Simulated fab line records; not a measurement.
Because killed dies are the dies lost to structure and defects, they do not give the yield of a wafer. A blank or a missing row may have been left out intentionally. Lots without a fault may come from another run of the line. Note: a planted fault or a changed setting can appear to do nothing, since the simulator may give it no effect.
Chamber matching | flow n5 finfet | N5_BEOL_M1_CO_CAP_55 on cvd co-02 has 3 sister chambers
The step material Co, precursor CCTBA/H2, target thk 2 nm, time 102.1 s. 6 wafers are shown with their chamber, then 11 later ones without.

## EACH WAFER AND ITS CHAMBER
wafer  | chamber | heater power w (W)
L089.1 | 1       | 220
L089.2 | 2       | 243
L092.1 | 0       | 223
L092.2 | 2       | 245
L092.4 | 0       | 223
L091.1 | 1       | 220

## WAFERS MISSING THEIR CHAMBER
wafer  | heater power w (W)
L091.3 | 236
L091.6 | 229
L093.3 | 222
L093.5 | 228
L093.6 | 225
L094.2 | 221
L094.5 | 237
L094.6 | 224
L097.1 | 240
L097.2 | 224
L097.6 | 216

## WHICH CHAMBER EACH WENT THROUGH
wafer  | from the rows above     | in truth
L091.3 | 2                       | 2
L091.6 | 0                       | 0
L093.3 | can't be placed: 0 or 1 | 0
L093.5 | 0                       | 0
L093.6 | 0                       | 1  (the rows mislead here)
L094.2 | can't be placed: 1 or 0 | 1
L094.5 | 2                       | 2
L094.6 | 0                       | 0
L097.1 | 2                       | 2
L097.2 | 0                       | 0
L097.6 | 1                       | 1
Placed correctly: 8 of 11. Not placeable from these rows: 2 (in 2, the candidates include the true chamber). Placed wrongly: 1.
How it was worked out, from the rows above alone: a wafer's distance from a chamber is the root of the sum, over the readings, of the square of ((its reading less the chamber's mean) divided by the reading's scatter). The wafer belongs to the nearest chamber; if the next one is less than 2 further off, it can't be placed. For every chamber, the mean is computed from those of its wafers that are shown. The scatter: the root of (the sum of the squares of (reading less its chamber's mean) over the shown wafers, divided by (wafers less chambers)).
